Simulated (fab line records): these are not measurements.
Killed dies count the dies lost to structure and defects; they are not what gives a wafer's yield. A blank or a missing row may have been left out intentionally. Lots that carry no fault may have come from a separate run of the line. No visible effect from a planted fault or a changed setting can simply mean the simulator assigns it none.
fab line records | flow nand-harc | part 1 of 2: steps 1 to 4 of 6
[record] lots = 22 wafers = 66 last-day = 34
route steps=1302 shown A_STAIRCASE@809 A_SGD_CUT@901
lots with no fault: from the same line, run without faults
start-h: the number of hours between the record's first day and the start of the first shown wafer of the lot | wait-h: how many hours have passed since the lot's step before this one | " identical to the entry in the row above | L1.1+2: a single row standing in for several wafers | - value missing, or start not given | * or withheld: withheld | < > ~ a bound
route shown NAME@n: NAME is a module with steps in the file, n the number in the route of the first one | usual: mean/standard deviation of fault-free wafers | same: alike in all rows | chamber/n: place in a boat | sites: each site's reading | _std_site: the standard deviation of these | _edge_site: inner sites' mean taken away from outer sites' mean | radius-mm: how far each site lies from the wafer's centre | mask NAME#n: copy n | behind: tool/chamber where the wafer was last shaped | hold: why the lot went on hold/how many hours it stayed there/how the hold came to an end | device: the n, p or np transistor that did not switch | end of line: at the end of the route, the tests of the same wafers | a step with no rows: only its recipe | killed: at the first sort, the dies lost to defects and structure; wafer yield is something else | map: the dies of a wafer, with x for killed, . for not killed, _ for no die there
set.NAME: the setting as run; set.NAME@STEP: as run at that earlier step | model.NAME: the simulator's own value behind a step, which no gauge read
the route's steps for a sample of lots (tables are steps, rows are wafers)
services: a tool's chamber out of use, with start hour (start-h, from the record's first day; less than 0 if before it), hours out, and reason
[[steps]]
[step NHARC_A_STAIRCASE_HM_OPEN_460]
[recipe] o2-flow-sccm = 400 cos-flow-sccm = 20 ar-flow-sccm = 0 rf-w = 500 bias-w = 300 chemistry = O2/COS
[usual] bias-w = 300.1/0.85 drypump-motor-current-A = 5.8/0.53 o2-flow-sccm = 400.1/1.2 oes-product-au = 1.001/0.011 rf-vpp-V = 468.6/2.6 showerhead-plenum-p-Torr = 3.19/0.12 throttle-valve-pct = 28.330/0.0089
// columns lot.wafer tool chamber start-h wait-h bias-w drypump-motor-current-A o2-flow-sccm oes-product-au rf-hours-counter-h rf-vpp-V showerhead-plenum-p-Torr throttle-valve-pct
L075.1 rie-diel-02 0 - - 301.5 6.7 398.9 1.006 51 469.2 3.22 28.332
L075.3 " 1 " " 300.5 5.1 400.9 1.003 53 467.6 3.12 28.339
L075.4 " 2 " " 298.8 5.5 400.4 0.992 55 469.0 3.14 28.327
L074.3 rie-diel-02 0 - - 301.7 6.7 399.0 1.003 52 469.4 3.22 28.328
L074.1 " 2 " " 300.9 5.5 399.2 0.974 55 467.0 3.14 28.335
L074.5 " 0 " " 301.1 6.7 398.7 0.999 - 469.7 3.22 28.317
L076.4 rie-diel-12 1 - - 301.0 6.7 400.7 0.981 39 469.4 3.22 28.337
L076.1 " 2 " " 301.0 5.3 398.3 1.001 38 465.0 2.99 28.334
L076.6 " 1 " " 300.7 6.7 400.3 0.989 - 466.9 3.22 28.341
L078.3 rie-diel-04 0 - - 300.8 5.3 400.3 1.021 14 466.4 3.06 28.319
L078.4 " 1 " " 299.6 6.0 399.2 0.983 18 471.3 3.36 28.331
L078.6 " 0 " " 299.8 5.3 399.6 1.018 - 466.8 3.06 28.335
L079.1 rie-diel-02 0 - - 300.8 6.7 402.3 0.994 6 470.2 3.22 28.324
L079.4 " 2 " " 300.3 5.5 399.3 0.995 3 466.5 3.14 28.323
L079.5 " 0 " " 299.7 6.7 403.2 0.977 - 469.3 3.22 28.327
L080.2 rie-diel-02 2 - - 300.7 5.6 397.6 0.990 8 468.0 3.14 28.340
L080.4 " 1 " " 301.1 5.1 399.0 0.995 9 467.5 3.12 28.334
L080.6 " 2 " " 300.7 5.5 398.7 1.003 - 467.2 3.14 28.322
L081.4 rie-diel-04 2 - - 300.0 6.3 400.7 0.992 34 471.8 3.36 28.335
L081.3 " 0 " " 299.3 5.3 399.3 1.001 25 466.9 3.06 28.333
L081.5 " 2 " " 298.7 6.3 399.7 0.989 - 471.7 3.36 28.327
L083.1 rie-diel-12 2 - - 299.5 5.3 399.4 1.009 0 463.7 2.98 28.329
L083.3 " 0 " " 301.6 5.8 400.7 1.012 0 472.1 3.37 28.334
L083.2 " 1 " " 300.5 6.7 400.3 1.004 0 468.7 3.21 28.342
L082.3 rie-diel-02 0 - - 300.7 6.7 399.3 0.997 19 468.1 3.21 28.329
L082.6 " 1 " " 299.5 5.1 400.1 1.004 - 467.2 3.11 28.332
L082.5 " 2 " " 299.9 5.5 400.1 0.996 - 468.4 3.13 28.348
L084.3 rie-diel-12 0 - - 299.2 5.8 399.1 0.990 7 472.5 3.37 28.320
L084.2 " 1 " " 299.3 6.7 400.2 0.994 7 470.0 3.21 28.340
L084.6 " 3 " " 300.0 5.9 400.1 0.996 - 469.8 3.24 28.330
L085.4 rie-diel-12 1 - - 299.6 6.7 400.8 1.002 11 470.7 3.21 28.345
L085.6 " 3 " " 300.2 5.9 397.8 1.012 - 469.7 3.24 28.320
L085.5 " 0 " " 301.1 5.8 399.4 1.002 - 472.5 3.37 28.310
L086.2 rie-diel-02 3 - - 300.7 5.6 399.7 1.002 31 469.3 3.20 28.309
L086.5 " 3 " " 299.6 5.6 400.7 0.999 - 469.7 3.20 28.335
L086.6 " 0 " " 299.2 6.7 400.1 0.987 - 467.6 3.20 28.343
L087.3 rie-diel-02 0 - - 299.4 6.7 401.5 1.004 35 467.6 3.20 28.316
L087.2 " 1 " " 299.4 5.1 401.5 0.995 32 466.9 3.11 28.337
L087.6 " 3 " " 299.3 5.6 401.9 1.003 - 469.0 3.20 28.333
L089.3 rie-diel-04 3 - - 301.2 6.1 401.8 0.993 54 469.9 3.28 28.338
L089.4 " 1 " " 301.5 6.0 400.4 0.991 57 471.5 3.34 28.323
L089.5 " 0 " " 299.3 5.3 400.7 1.009 - 465.9 3.04 28.334
L088.4 rie-diel-12 1 - - 300.8 6.7 400.6 0.997 30 468.1 3.20 28.337
L088.3 " 0 " " 299.7 5.8 400.3 1.008 28 471.7 3.36 28.320
L088.6 " 2 " " 300.3 5.3 399.2 1.004 - 463.3 2.97 28.311
L090.2 rie-diel-02 1 - - 300.9 5.1 399.8 1.007 45 466.2 3.10 28.335
L090.3 " 0 " " 300.3 6.7 398.3 0.996 47 468.0 3.19 28.321
L090.6 " 2 " " 299.0 5.6 398.4 1.002 - 467.2 3.12 28.331
L092.4 rie-diel-04 0 - - 298.8 5.3 397.9 0.997 2 464.8 3.04 28.327
L092.3 " 1 " " 301.8 6.0 399.6 0.998 2 472.0 3.34 28.318
L092.5 " 1 " " 301.9 6.0 400.6 0.990 - 469.9 3.34 28.327
L093.2 rie-diel-02 1 - - 300.3 5.1 398.4 0.993 49 466.6 3.10 28.344
L093.3 " 3 " " 300.5 5.6 399.2 1.009 50 467.5 3.19 28.317
L093.4 " 0 " " 299.3 6.7 399.7 0.984 53 470.5 3.19 28.329
L094.4 rie-diel-12 0 - - 299.5 5.8 398.6 1.013 43 474.5 3.35 28.331
L094.6 " 3 " " 300.0 5.9 400.1 1.002 - 469.2 3.22 28.320
L094.5 " 0 " " 297.9 5.8 400.7 1.023 - 473.4 3.35 28.330
L096.4 rie-diel-12 2 - - 300.0 5.3 400.8 1.020 39 463.5 2.96 28.337
L096.1 " 0 " " 299.9 5.8 400.5 1.016 50 471.1 3.35 28.316
L096.5 " 1 " " 298.9 6.7 398.7 1.005 - 470.4 3.19 28.318
L095.4 rie-diel-04 2 - - 300.5 6.3 398.9 0.983 18 471.1 3.33 28.338
L095.2 " 3 " " 299.5 6.1 399.4 0.986 17 472.2 3.27 28.329
L095.5 " 1 " " 300.1 6.0 401.1 1.003 - 470.8 3.33 28.332
L097.1 rie-diel-12 2 - - 300.9 5.3 401.7 1.021 46 464.3 2.96 28.335
L097.3 " 3 " " 299.7 5.9 402.2 1.013 49 469.1 3.22 28.330
L097.5 " 2 " " 301.0 5.3 402.4 1.016 - 464.5 2.96 28.345
[step NHARC_A_STAIRCASE_STRIP_316]
[recipe] o2-flow-sccm = 500 ar-flow-sccm = 0 bias-w = 0 chemistry = O2
[usual] drypump-motor-current-A = 5.8/0.54 o2-flow-sccm = 500.1/1.3 oes-product-au = 1.001/0.011 rf-vpp-V = 58.0/0.9 showerhead-plenum-p-Torr = 3.60/0.12 throttle-valve-pct = 17.037/0.009
[same] bias-w = 0
// columns lot.wafer tool chamber start-h wait-h drypump-motor-current-A o2-flow-sccm oes-product-au rf-hours-counter-h rf-vpp-V showerhead-plenum-p-Torr throttle-valve-pct
L075.4 rie-diel-02 3 - - 5.6 500.5 1.004 55 58.5 3.64 17.017
L075.3 " 0 " " 6.7 499.6 0.999 54 58.3 3.64 17.029
L075.1 " 2 " " 5.5 500.4 0.979 58 59.1 3.55 17.031
L074.1 rie-diel-02 3 - - 5.6 498.7 1.006 56 56.8 3.64 17.029
L074.3 " 1 " " 5.1 498.0 1.012 57 57.0 3.53 17.035
L074.5 " 0 " " 6.7 503.8 0.999 - 56.5 3.64 17.022
L076.4 rie-diel-04 0 - - 5.3 499.0 1.026 14 57.5 3.46 17.037
L076.1 " 1 " " 6.1 498.6 0.980 18 59.1 3.80 17.039
L076.6 " 3 " " 6.1 499.6 0.998 - 58.3 3.72 17.034
L078.3 rie-diel-02 1 - - 5.0 502.9 1.006 4 58.4 3.53 17.039
L078.4 " 2 " " 5.5 499.2 1.001 4 58.0 3.55 17.024
L078.6 " 1 " " 5.1 500.4 0.998 - 59.2 3.53 17.034
L079.4 rie-diel-12 1 - - 6.7 500.6 0.980 46 57.3 3.63 17.043
L079.1 " 2 " " 5.3 499.5 1.007 46 58.5 3.38 17.039
L079.5 " 1 " " 6.7 501.7 0.977 - 58.9 3.63 17.031
L080.4 rie-diel-02 2 - - 5.5 501.1 1.009 13 57.9 3.54 17.040
L080.2 " 3 " " 5.6 500.8 1.028 14 58.8 3.63 17.042
L080.6 " 1 " " 5.1 498.0 1.012 - 58.3 3.52 17.047
L081.3 rie-diel-02 0 - - 6.7 496.3 1.001 18 59.3 3.63 17.041
L081.5 " 1 " " 5.1 502.1 1.006 - 57.7 3.52 17.034
L081.4 " 2 " " 5.6 502.5 0.990 - 57.3 3.54 17.044
L083.1 rie-diel-02 1 - - 5.1 500.6 0.993 19 58.7 3.52 17.047
L083.3 " 2 " " 5.5 501.5 1.001 19 58.2 3.54 17.045
L083.2 " 3 " " 5.6 498.7 1.009 18 59.4 3.63 17.052
L082.3 rie-diel-12 2 - - 5.3 502.3 1.011 3 57.9 3.37 17.046
L082.6 " 1 " " 6.7 500.9 1.000 - 59.8 3.63 17.029
L082.5 " 2 " " 5.3 500.0 1.026 - 57.6 3.37 17.039
L084.3 rie-diel-04 1 - - 6.1 501.9 0.994 46 60.5 3.78 17.049
L084.2 " 0 " " 5.3 501.1 1.019 39 56.8 3.45 17.034
L084.6 " 1 " " 6.0 499.6 0.986 - 57.7 3.78 17.042
L085.4 rie-diel-04 0 - - 5.3 501.2 1.023 42 57.6 3.44 17.039
L085.6 " 3 " " 6.1 500.8 1.003 - 58.2 3.71 17.043
L085.5 " 0 " " 5.3 500.1 1.018 - 56.6 3.44 17.038
L086.2 rie-diel-04 0 - - 5.3 499.0 1.013 45 57.9 3.44 17.031
L086.5 " 3 " " 6.1 500.1 0.996 - 57.2 3.71 17.046
L086.6 " 0 " " 5.3 499.7 1.022 - 57.3 3.44 17.035
L087.2 rie-diel-02 2 - - 5.6 500.5 1.011 35 57.3 3.53 17.038
L087.3 " 0 " " 6.7 498.2 0.988 38 56.8 3.61 17.032
L087.6 " 2 " " 5.6 500.9 1.014 - 57.9 3.53 17.038
L089.4 rie-diel-02 2 - - 5.5 498.1 1.007 42 57.1 3.52 17.045
L089.3 " 0 " " 6.7 499.0 0.989 43 57.3 3.61 17.031
L089.5 " 3 " " 5.6 501.2 1.013 - 59.3 3.61 17.040
L088.4 rie-diel-02 1 - - 5.1 499.9 1.004 43 56.8 3.51 17.032
L088.3 " 2 " " 5.6 500.9 0.998 43 57.1 3.52 17.034
L088.6 " 1 " " 5.1 501.1 1.000 - 58.5 3.51 17.045
L090.2 rie-diel-04 2 - - 6.3 497.8 0.978 1 59.5 3.77 17.016
L090.3 " 3 " " 6.1 500.1 0.983 1 58.7 3.70 17.022
L090.6 " 3 " " 6.1 501.1 0.984 - 58.9 3.70 17.022
L092.3 rie-diel-02 2 - - 5.6 500.7 0.999 51 58.1 3.52 17.032
L092.4 " 0 " " 6.7 498.1 0.991 55 59.4 3.61 17.040
L092.5 " 2 " " 5.5 499.2 0.994 - 57.9 3.52 17.048
L093.2 rie-diel-02 0 - - 6.7 501.8 0.992 56 57.2 3.60 17.033
L093.4 " 1 " " 5.1 498.1 0.998 52 56.8 3.50 17.027
L093.3 " 2 " " 5.5 499.6 0.997 51 58.4 3.52 17.051
L094.4 rie-diel-04 0 - - 5.3 499.0 0.997 11 55.7 3.43 17.054
L094.6 " 2 " " 6.3 499.9 0.988 - 59.0 3.77 17.047
L094.5 " 3 " " 6.1 500.1 0.996 - 58.6 3.70 17.026
L096.4 rie-diel-02 0 - - 6.7 499.9 1.002 7 56.6 3.60 17.033
L096.1 " 2 " " 5.5 500.1 1.004 5 56.9 3.52 17.040
L096.5 " 0 " " 6.7 500.0 0.993 - 58.0 3.60 17.045
L095.2 rie-diel-12 1 - - 6.7 500.5 1.011 57 58.9 3.60 17.034
L095.4 " 0 " " 5.8 500.6 1.020 53 58.7 3.78 17.046
L095.5 " 2 " " 5.3 498.2 1.031 - 57.6 3.35 17.042
L097.1 rie-diel-02 1 - - 5.1 501.1 0.991 15 55.9 3.49 17.029
L097.3 " 2 " " 5.5 500.4 0.998 15 58.5 3.51 17.028
L097.5 " 3 " " 5.6 499.9 1.003 - 55.6 3.60 17.046
[step NHARC_A_STAIRCASE_DEP_325]
[recipe] target-thk-a = 72000 temp-c = 400 target-thk-nm = 7200 teos-flow-sccm = 200 rf-w = 500 material = SiO2
[usual] heater-power-w = 713/110 susceptor-temp-C = 400.00/0.23
// columns lot.wafer tool chamber start-h wait-h heater-power-w susceptor-temp-C
L074.1 pecvd-03 2 428.90 0.1 625 399.87
L074.3 " 1 " " 721 400.17
L074.5 " 0 " " 712 399.93
L075.3 pecvd-02 2 429.00 0.2 716 399.67
L075.1 " 0 " " 895 399.98
L075.4 " 0 " " 773 399.83
L076.1 pecvd-02 1 445.17 0.2 698 399.81
L076.4 " 2 " " 677 400.15
L076.6 " 1 " " 624 400.19
L078.3 pecvd-01 1 451.90 0.3 841 400.16
L078.4 " 2 " " 514 400.29
L078.6 " 1 " " 765 400.12
L079.1 pecvd-01 1 458.50 0.3 895 399.85
L079.4 " 2 " " 512 399.50
L079.5 " 0 " " 671 399.70
L080.2 pecvd-01 0 477.85 0.3 828 399.85
L080.6 " 1 " " 761 400.15
L080.4 " 2 " " 520 400.23
L081.3 pecvd-02 2 489.59 0.1 665 399.87
L081.4 " 0 " " 781 400.16
L081.5 " 1 " " 644 400.00
L082.3 pecvd-02 0 496.35 0.1 928 400.21
L082.5 " 0 " " 787 400.41
L082.6 " 1 " " 644 400.20
L083.1 pecvd-03 0 496.44 0.2 825 399.91
L083.2 " 1 " " 748 399.97
L083.3 " 0 " " 697 399.83
L084.2 pecvd-03 1 516.65 0.1 708 400.44
L084.3 " 1 " " 616 400.01
L084.6 " 1 " " 591 400.18
L085.4 pecvd-03 0 528.75 0.4 725 400.00
L085.6 " 0 " " 705 399.90
L085.5 " 1 " " 616 400.01
L086.2 pecvd-02 2 539.93 0.2 707 400.08
L086.5 " 1 " " 659 399.62
L086.6 " 2 " " 670 400.06
L087.2 pecvd-02 2 554.07 0.2 810 400.04
L087.3 " 0 " " 955 399.55
L087.6 " 0 " " 793 399.58
L088.3 pecvd-02 1 567.01 0.1 788 400.38
L088.4 " 1 " " 643 399.99
L088.6 " 2 " " 672 400.15
L089.3 pecvd-01 0 567.20 0.3 793 400.07
L089.4 " 1 " " 815 399.51
L089.5 " 2 " " 507 400.49
L090.3 pecvd-02 0 584.71 0.2 943 400.09
L090.2 " 1 " " 766 400.07
L090.6 " 2 " " 670 400.24
L093.3 pecvd-01 1 600.02 0.1 997 399.88
L093.2 " 0 " " 797 399.95
L093.4 " 1 " " 791 400.37
L092.3 pecvd-03 0 600.29 0.3 669 400.08
L092.4 " 1 " " 591 399.96
L092.5 " 0 " " 681 400.01
L094.5 pecvd-01 2 611.61 0.3 501 399.93
L094.4 " 0 " " 668 399.77
L094.6 " 1 " " 818 400.12
L095.2 pecvd-02 1 634.83 0.2 622 399.82
L095.4 " 1 " " 602 399.87
L095.5 " 1 " " 593 399.79
L096.1 pecvd-01 1 634.87 0.3 976 400.05
L096.5 " 0 " " 676 399.58
L096.4 " 1 " " 815 400.11
L097.1 pecvd-02 1 656.70 0.2 728 400.05
L097.3 " 2 " " 764 399.90
L097.5 " 0 " " 816 399.79
[step NHARC_A_SGD_CUT_CD_MEAS_09]
[recipe] target-cd-nm = 100 landing-energy-ev = 500
[usual] cd-nm = 100.0/0.66
// columns lot.wafer tool chamber start-h wait-h cd-nm
L075.1 cd-sem-01 0 446.49 - 98.6
L075.3 " 0 " " 99.4
L075.4 " 0 " " 100.9
L074.1 cd-sem-03 0 446.81 - 100.0
L074.3 " 0 " " 99.4
L074.5 " 0 " " 98.5
L076.1 cd-sem-02 0 461.10 - 99.9
L076.4 " 0 " " 99.2
L076.6 " 0 " " 98.8
L078.3 cd-sem-01 0 467.54 - 98.8
L078.4 " 0 " " 99.5
L078.6 " 0 " " 100.1
L079.1 cd-sem-02 0 476.19 - 100.6
L079.4 " 0 " " 100.3
L079.5 " 0 " " 99.9
L080.2 cd-sem-01 0 496.67 - 99.3
L080.4 " 0 " " 100.2
L080.6 " 0 " " 99.3
L081.3 cd-sem-03 0 508.80 - 99.7
L081.4 " 0 " " 100.7
L081.5 " 0 " " 101.0
L083.1 cd-sem-02 0 515.44 - 100.7
L083.2 " 0 " " 100.3
L083.3 " 0 " " 100.5
L082.3 cd-sem-02 0 516.03 - 100.3
L082.5 " 0 " " 99.7
L082.6 " 0 " " 100.6
L084.2 cd-sem-02 0 532.67 - 99.3
L084.3 " 0 " " 98.8
L084.6 " 0 " " 98.2
L085.4 cd-sem-02 0 545.22 - 100.3
L085.5 " 0 " " 101.1
L085.6 " 0 " " 99.4
L086.2 cd-sem-01 0 555.75 - 99.0
L086.5 " 0 " " 100.3
L086.6 " 0 " " 99.3
L087.2 cd-sem-03 0 569.86 - 100.5
L087.3 " 0 " " 100.4
L087.6 " 0 " " 100.8
L088.3 cd-sem-02 0 582.68 - 99.7
L088.4 " 0 " " 100.6
L088.6 " 0 " " 100.1
L089.3 cd-sem-03 0 582.85 - 99.7
L089.4 " 0 " " 99.6
L089.5 " 0 " " 100.5
L090.2 cd-sem-01 0 602.61 - 100.7
L090.3 " 0 " " 100.9
L090.6 " 0 " " 100.1
L092.3 cd-sem-01 0 617.16 - 100.1
L092.4 " 0 " " 100.5
L092.5 " 0 " " 100.4
L093.2 cd-sem-01 0 617.32 - 100.1
L093.3 " 0 " " 100.8
L093.4 " 0 " " 100.6
L094.4 cd-sem-03 0 627.92 - 100.1
L094.5 " 0 " " 99.8
L094.6 " 0 " " 99.8
L096.1 cd-sem-03 0 652.76 - 99.8
L096.4 " 0 " " 100.2
L096.5 " 0 " " 99.6
L095.2 cd-sem-01 0 653.15 - 100.4
L095.4 " 0 " " 100.7
L095.5 " 0 " " 100.3
L097.1 cd-sem-03 0 674.90 - 99.5
L097.3 " 0 " " 100.1
L097.5 " 0 " " 100.2
